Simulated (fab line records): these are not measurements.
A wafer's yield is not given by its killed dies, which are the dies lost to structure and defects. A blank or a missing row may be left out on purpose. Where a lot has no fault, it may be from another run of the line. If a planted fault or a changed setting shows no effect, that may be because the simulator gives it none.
A struck lot beside a sound one || flow n5 finfet || 36 out of 1938 route steps
Sound: wafers L991.2, L991.5, L991.6. Struck: wafers L981.2, L981.3. (L981.6 of the same lot was not struck and is left out.) The cause comes at the end.
Each step with rows lists, per side, the tool, then ch with its chambers, then its first start. Under that, the readings that differ: sound wafers || struck wafers || difference of the means || sigmas: that difference in standard deviations of wafers without a fault.
alike: same words and numbers on both sides, and readings whose means sit less than 2 such deviations apart. not compared: any withheld reading, any reading some wafer has no value for, any bound like >300 that may hide the same value, and any number with overlapping values for which the record gives no deviation.
Wherever a step has rows on one side only, a row that says differs or no value, or a row with sigmas, the two part there. Numbers that don't overlap but have no deviation are shown without sigmas and don't part them. A reading missing from all wafers of one side parts the sides only when that side holds two or more wafers.

first, 9 steps without rows for these wafers: N5_BEOL_M4_ANNEAL_95 (time 240 s); N5_BEOL_M4_SPUTTER_96 (material Cu, target thk 4.5 nm, time 8.29 s); N5_BEOL_M4_ECD_50 (material Cu, target thk 300 nm); N5_BEOL_M4_ANNEAL_51 (time 90 s); N5_BEOL_M4_CMP_52 (polishes, stops on SiOC, t overpolish 6.8 s, target thk 40 nm); N5_BEOL_M4_PRE_CLEAN_60 (time 15 s); N5_BEOL_M4_CO_CAP_55 (material Co, precursor CCTBA/H2, target thk 2 nm, time 102.1 s); N5_BEOL_M4_PRE_CLEAN_56 (time 15 s); N5_BEOL_M4_DEP_57 (deposits SiCN from 3MS/NH3, target thk 8 nm, time 14 s).
N5_BEOL_M4_RC_MEAS_101:
  sound on prober-02 ch 0, day 13 08:46; struck on prober-01 ch 0, day 10 20:17
{"reading": "SS_N (mV/dec)", "sound": "71.5 70.3 71.0", "struck": "71.6 73.0", "difference": "+1.4", "sigmas": "+2"}
  alike: DIBL_N, DIBL_P, IOFF_N, IOFF_P, ION_N, ION_P, SS_P, VT_N, VT_P
then, 24 steps without rows for these wafers: N5_BEOL_M5_ILD_DEP_00 (deposits SiCOH lowk from DEMS/porogen, target thk 140.64 nm, time 25.9 s); N5_BEOL_M5_CURE_79 (cures SiCOH lowk, time 240 s); N5_BEOL_M5_PECVD_70 (deposits SiO2 from TEOS/O2, target thk 16 nm, time 18 s); N5_BEOL_M5_HM_DEP_02 (deposits TiN, target thk 20 nm); N5_BEOL_M5_COAT_59 (time 60 s, resist thk 60 nm); N5_BEOL_M5_COAT_60 (time 60 s, resist thk 12 nm); N5_BEOL_M5_COAT_71 (time 60 s, resist thk 5 nm); N5_BEOL_M5_COAT_05 (resist thk 30 nm); N5_BEOL_M5_EBR_07; N5_BEOL_M5_SOFTBAKE_06 (time 60 s); N5_BEOL_M5_EXPOSE_08 (exposes mask M5, target cd 28 nm); N5_BEOL_M5_PEB_09 (peb time 60 s); N5_BEOL_M5_DEVELOP_10 (develop time 30 s); N5_BEOL_M5_DESCUM_16 (chemistry O2, time 7 s); N5_BEOL_M5_ETCH_72 (etches underlayer in N2/H2, target depth 6.5 nm, time 5.2 s); N5_BEOL_M5_ETCH_61 (etches SiARC in CF4, target depth 15.6 nm, time 26 s); N5_BEOL_M5_ETCH_62 (etches SOC in N2/H2, target depth 75 nm, overetch 15 nm, time 112.5 s); N5_BEOL_M5_STRIP_63 (strips in N2/H2); N5_BEOL_M5_STRIP_73 (strips in N2/H2); N5_BEOL_M5_STRIP_64 (strips in CF4); N5_BEOL_M5_HM_OPEN_17 (chemistry Cl2/BCl3, target TiN, target depth 20 nm, overetch 6 nm); N5_BEOL_M5_STRIP_19 (strips in O2); N5_BEOL_M5_COAT_65 (time 60 s, resist thk 60 nm); N5_BEOL_M5_COAT_66 (time 60 s, resist thk 12 nm).
N5_BEOL_M6_ALD_77: deposits TaN, target thk 2 nm, pulse time 2 s, purge time 3 s.
  sound on ald metal-02 ch 0,1,2, day 14 06:50; struck on ald metal-02 ch 2,3, day 11 18:14
{"reading": "ald cycles", "sound": "40 40 40", "struck": "28 28", "difference": -12, "sigmas": ""}
{"reading": "model.TaN_of_BEOL_M6_ALD_77.thk nm (nm)", "sound": "2 2 2", "struck": "1.4 1.4", "difference": -0.6, "sigmas": ""}
  alike: heater power w, precursor vessel carrier sccm
-- the record jumps here: 3 days lie between the struck wafers' starts before and after (it left off in module BEOL_M6 and takes up again in module PASSIVATION, whose first step shown is number 1936 of the route) --
N5_PASSIVATION_PROBE_49:
  the record has rows for the struck wafers here (prober-01, day 15 03:17) and none for the sound ones

WHERE THEY PART
Last at N5_PASSIVATION_PROBE_49 as far as this record goes, first at N5_BEOL_M4_RC_MEAS_101.

WHY: whatever the simulator had introduced
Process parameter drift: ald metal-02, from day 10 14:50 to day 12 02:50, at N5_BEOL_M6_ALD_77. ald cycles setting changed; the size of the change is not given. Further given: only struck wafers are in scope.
